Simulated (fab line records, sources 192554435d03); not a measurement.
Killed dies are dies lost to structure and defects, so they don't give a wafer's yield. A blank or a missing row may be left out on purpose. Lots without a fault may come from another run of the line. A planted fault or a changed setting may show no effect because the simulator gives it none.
A struck lot beside a sound one | flow n5_finfet | 24 steps out of a route of 1938
Sound: wafers L290.2, L290.4, L290.6. Struck: wafers L300.1, L300.2, L300.5. The cause comes at the end.
At each step with rows: each side's tool, then ch and its chambers, then its first start. Under that, the readings that differ: sound wafers | struck wafers | difference of the means | sigmas: that difference in standard deviations of wafers without a fault.
alike: readings whose means differ by less than 2 such deviations, and words and numbers that are the same on both sides. not compared: withheld readings, readings that some wafer has no value for, bounds like >300 that may hide the same value, and numbers for which the record gives no deviation and whose values overlap.
The two part at a step that has a row with sigmas, a row that says differs or no value, or rows on one side only. Numbers that don't overlap but have no deviation are shown without sigmas and don't part them. A reading that every wafer of one side lacks parts them only if that side has two wafers or more.

first, 1 step without rows for these wafers: N5_DUMMY_GATE_SRD_01 (time 30 s).
N5_DUMMY_GATE_ALD_02: deposits SiO2, target thk 2 nm, pulse time 1 s.
  sound on ald_sin-01 ch 1,2, day 4 01:56; struck on ald_sin-01 ch 1,2, day 6 14:37
  alike: heater_power_w, precursor_pulse_height_rel
then, 3 steps without rows for these wafers: N5_DUMMY_GATE_CVD_03 (deposits a-Si from SiH4, target thk 150 nm, time 8042 s); N5_DUMMY_GATE_PRECLEAN_46 (cleans in DIW, time 89.5 s); N5_DUMMY_GATE_SRD_47 (dry time 32 s).
N5_DUMMY_GATE_CMP_04: polishes a-Si.
  sound on cmp-03 ch 1,3, day 4 06:13; struck on cmp-03 ch 1,3, day 6 18:31
  alike: edge_zone_pressure_frac, motor_current_A, retaining_ring_pressure_frac, time_to_endpoint_s
  not compared: pad_life_wafers
N5_DUMMY_GATE_THK_MEAS_05:
  sound on film_metro-02, day 4 06:27; struck on film_metro-01, day 6 18:43
  alike: thk_nm
then, 5 steps without rows for these wafers: N5_DUMMY_GATE_HM_DEP_06 (deposits SiNx from DCS/NH3, target thk 80 nm, time 5141 s); N5_DUMMY_GATE_PECVD_30 (deposits SiO2 from TEOS/O2, target thk 55 nm, time 10.8 s); N5_DUMMY_GATE_COAT_34 (time 60 s, resist thk 60 nm); N5_DUMMY_GATE_COAT_35 (time 60 s, resist thk 10 nm); N5_DUMMY_GATE_COAT_28 (time 60 s, resist thk 10 nm).
N5_DUMMY_GATE_COAT_09: resist thk 30 nm.
  sound on litho_track-05 ch 0, day 4 10:29; struck on litho_track-05 ch 0, day 6 22:45
  reading                                         | sound                | struck               | difference | sigmas
  spin_speed_rpm (rpm)                            | 1500.8 1500.2 1500.1 | 1542.3 1542.1 1542.7 | +42.0      | +35
  model.CAR-EUV_of_DUMMY_GATE_COAT_09.thk_nm (nm) | 30 30.2 30           | 29.6 29.6 29.6       | -0.5       |
  alike: resist_line_temp_C
then, 5 steps without rows for these wafers: N5_DUMMY_GATE_EBR_11; N5_DUMMY_GATE_SOFTBAKE_10 (time 60 s); N5_DUMMY_GATE_EXPOSE_12 (exposes mask GATE, target cd 25 nm); N5_DUMMY_GATE_PEB_13 (peb time 60 s); N5_DUMMY_GATE_DEVELOP_14 (develop time 30 s).
N5_DUMMY_GATE_CD_MEAS_15: target cd 25.8 nm.
  sound on cd_sem-03 ch 0, day 4 10:44; struck on cd_sem-01 ch 0, day 6 23:08
  alike: cd_nm
N5_DUMMY_GATE_OVL_MEAS_16:
  sound on overlay-02 ch 0, day 4 10:47; struck on overlay-02 ch 0, day 6 23:10
  alike: GATE_OVL
N5_DUMMY_GATE_INSPECT_17: inspects for defects (brightfield).
  sound on defect_inspect-01, day 4 10:50; struck on defect_inspect-01, day 6 23:14
  reading          | sound       | struck      | difference | sigmas
  raw_defect_count | 104 104 126 | 263 219 173 | +107       | +2
N5_DUMMY_GATE_DESCUM_20: chemistry O2, time 6.2 s.
  sound on rie_diel-03 ch 0,1, day 4 10:53; struck on rie_diel-05 ch 0,2, day 6 23:17
  reading                                         | sound          | struck      | difference | sigmas
  drypump_motor_current_A (A)                     | 6.6 6.0 6.6    | 5.1 5.1 5.1 | -1.3       | -3
  model.CAR-EUV_of_DUMMY_GATE_COAT_09.thk_nm (nm) | 26.6 26.6 26.6 | 26 26.2 26  | -1         |
  alike: oes_product_au, rf_vpp_V, showerhead_plenum_p_Torr, throttle_valve_pct
  not compared: rf_hours_counter_h
N5_DUMMY_GATE_ETCH_29: etches underlayer in N2/H2, target depth 13 nm.
  sound on rie_diel-03 ch 0,1, day 4 10:57; struck on rie_diel-05 ch 0,2, day 6 23:20
  reading                     | sound       | struck      | difference | sigmas
  drypump_motor_current_A (A) | 6.6 6.0 6.6 | 5.1 5.0 5.1 | -1.3       | -3
  alike: bias_w, oes_product_au, rf_vpp_V, showerhead_plenum_p_Torr, throttle_valve_pct
  not compared: rf_hours_counter_h
-- the record jumps here: 10 days lie between the struck wafers' starts before and after (it left off in module DUMMY_GATE and takes up again in module PASSIVATION, whose first step shown is number 1936 of the route) --
N5_PASSIVATION_PROBE_49:
  sound on prober-01, day 14 15:13; struck on prober-01, day 17 08:07
  alike: killed_at_M0_to_M3, killed_at_M4_up, killed_at_contacts, killed_at_front_end, killed_at_other, killed_dies, killed_on_rim, killed_open, killed_short

WHERE THEY PART
First at N5_DUMMY_GATE_COAT_09; last, within this record, at N5_DUMMY_GATE_ETCH_29. Later steps at which nothing parts them and some readings are alike: N5_PASSIVATION_PROBE_49.

WHY: what the simulator had put in
Process parameter drift: litho_track-05, from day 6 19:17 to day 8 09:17, at N5_DUMMY_GATE_COAT_09. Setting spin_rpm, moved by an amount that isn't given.
